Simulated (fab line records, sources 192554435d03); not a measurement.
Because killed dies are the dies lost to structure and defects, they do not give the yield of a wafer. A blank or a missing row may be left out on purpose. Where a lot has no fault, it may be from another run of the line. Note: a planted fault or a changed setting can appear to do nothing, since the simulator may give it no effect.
Chamber matching    flow n5_finfet    N5_BEOL_M6_STRIP_36 on rie_diel-01: 4 sister chambers
The step strips in N2/H2. 4 wafers are shown with their chamber, then 7 later ones without.

WAFERS WITH THEIR CHAMBER
wafer   chamber  showerhead_plenum_p_Torr (Torr)
L075.6  3        2.51
L089.3  2        2.44
L091.3  0        2.66
L091.4  1        2.48

WAFERS WHOSE CHAMBER IS MISSING
wafer   showerhead_plenum_p_Torr (Torr)
L091.6  2.44
L095.1  2.65
L095.2  2.49
L095.3  2.44
L096.3  2.65
L096.5  2.65
L096.6  2.47

THE CHAMBER EACH PASSED THROUGH
wafer   from the rows above      in truth
L091.6  2                        2
L095.1  0                        0
L095.2  can't be placed: 1 or 3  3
L095.3  2                        2
L096.3  0                        0
L096.5  0                        0
L096.6  1                        1
6 of 7 placed correctly. These rows do not allow placing 1 (true chamber among the candidates in 1). Placed wrongly: 0.
How it was worked out, from the rows above alone: a wafer's distance from a chamber is the root of the sum, over the readings, of the square of ((its reading less the chamber's mean) divided by the reading's scatter). The wafer belongs to the nearest chamber; if the next one is less than 2 further off, it can't be placed. For every chamber, the mean is computed from those of its wafers that are shown. The scatter: with one shown wafer a chamber, the root of the mean of the squares of how far each hidden wafer lies from its nearest shown one.
